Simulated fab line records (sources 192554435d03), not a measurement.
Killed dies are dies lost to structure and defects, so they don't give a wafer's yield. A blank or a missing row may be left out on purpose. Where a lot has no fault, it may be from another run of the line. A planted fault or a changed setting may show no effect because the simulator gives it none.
Chamber matching + flow n5 finfet + 4 sister chambers for N5_HKMG_FIN_ETCH_31 on rie diel-01
The step etches SiARC in CF4, target depth 45.5 nm, time 75.8 s. 18 wafers are shown with their chamber, then 9 later ones without.

== EACH WAFER AND ITS CHAMBER ==
| wafer  | chamber | showerhead plenum p Torr (Torr) | drypump motor current A (A) | throttle valve pct (%) |
|--------|---------|---------------------------------|-----------------------------|------------------------|
| L079.4 | 0       | 2.20                            | 5.9                         | 15.86                  |
| L079.5 | 0       | 2.20                            | 5.9                         | 15.88                  |
| L079.6 | 3       | 2.25                            | 6.2                         | 15.85                  |
| L081.2 | 1       | 2.08                            | 6.0                         | 15.83                  |
| L081.4 | 2       | 2.27                            | 5.6                         | 15.09                  |
| L081.6 | 1       | 2.08                            | 6.0                         | 15.83                  |
| L083.1 | 3       | 2.25                            | 6.2                         | 15.86                  |
| L083.2 | 1       | 2.08                            | 6.1                         | 15.82                  |
| L083.6 | 3       | 2.25                            | 6.2                         | 15.86                  |
| L084.1 | 2       | 2.27                            | 5.6                         | 15.13                  |
| L084.2 | 3       | 2.24                            | 6.2                         | 15.86                  |
| L084.4 | 1       | 2.08                            | 6.0                         | 15.83                  |
| L085.1 | 1       | 2.08                            | 6.0                         | 15.84                  |
| L085.2 | 2       | 2.27                            | 5.6                         | 15.12                  |
| L085.4 | 2       | 2.27                            | 5.6                         | 15.13                  |
| L089.1 | 3       | 2.24                            | 6.2                         | 15.91                  |
| L089.4 | 0       | 2.19                            | 5.9                         | 15.39                  |
| L089.6 | 1       | 2.07                            | 6.1                         | 15.88                  |

SIGNATURES (averages over the wafers above)
| reading                  | chamber 0 | chamber 1 | chamber 2 | chamber 3 | scatter within a chamber |
|--------------------------|-----------|-----------|-----------|-----------|--------------------------|
| showerhead plenum p Torr | 2.1967    | 2.0783    | 2.2700    | 2.2460    | 0.00439                  |
| drypump motor current A  | 5.900     | 6.033     | 5.600     | 6.200     | 0.0309                   |
| throttle valve pct       | 15.7100   | 15.8383   | 15.1175   | 15.8680   | 0.107                    |
Rule: a wafer lies at a distance from a chamber equal to the root of the sum of squares, over the readings, of (its reading less the chamber's mean, divided by the reading's scatter). If the next closest chamber is less than 2 further off than the closest, the wafer can't be placed; otherwise it belongs to the closest. The scatter: take each reading less its chamber's mean, square it, sum over the shown wafers, divide by the number of wafers less the number of chambers, and take the root.

== WAFERS WITH NO CHAMBER GIVEN ==
| wafer  | showerhead plenum p Torr (Torr) | drypump motor current A (A) | throttle valve pct (%) |
|--------|---------------------------------|-----------------------------|------------------------|
| L090.1 | 2.07                            | 6.1                         | 15.86                  |
| L090.2 | 2.19                            | 5.9                         | 15.39                  |
| L090.5 | 2.19                            | 5.9                         | 15.37                  |
| L096.1 | 2.23                            | 6.2                         | 15.94                  |
| L096.3 | 2.07                            | 6.1                         | 15.89                  |
| L096.5 | 2.19                            | 5.9                         | 15.42                  |
| L097.3 | 2.19                            | 5.9                         | 15.42                  |
| L097.4 | 2.07                            | 6.0                         | 15.90                  |
| L097.6 | 2.26                            | 5.6                         | 15.19                  |

== THE CHAMBER EACH PASSED THROUGH ==
| wafer  | from the rows above | in truth |
|--------|---------------------|----------|
| L090.1 | 1                   | 1        |
| L090.2 | 0                   | 0        |
| L090.5 | 0                   | 0        |
| L096.1 | 3                   | 3        |
| L096.3 | 1                   | 1        |
| L096.5 | 0                   | 0        |
| L097.3 | 0                   | 0        |
| L097.4 | 1                   | 1        |
| L097.6 | 2                   | 2        |
9 of 9 placed correctly. From these rows, 0 cannot be placed. Number placed wrongly: 0.
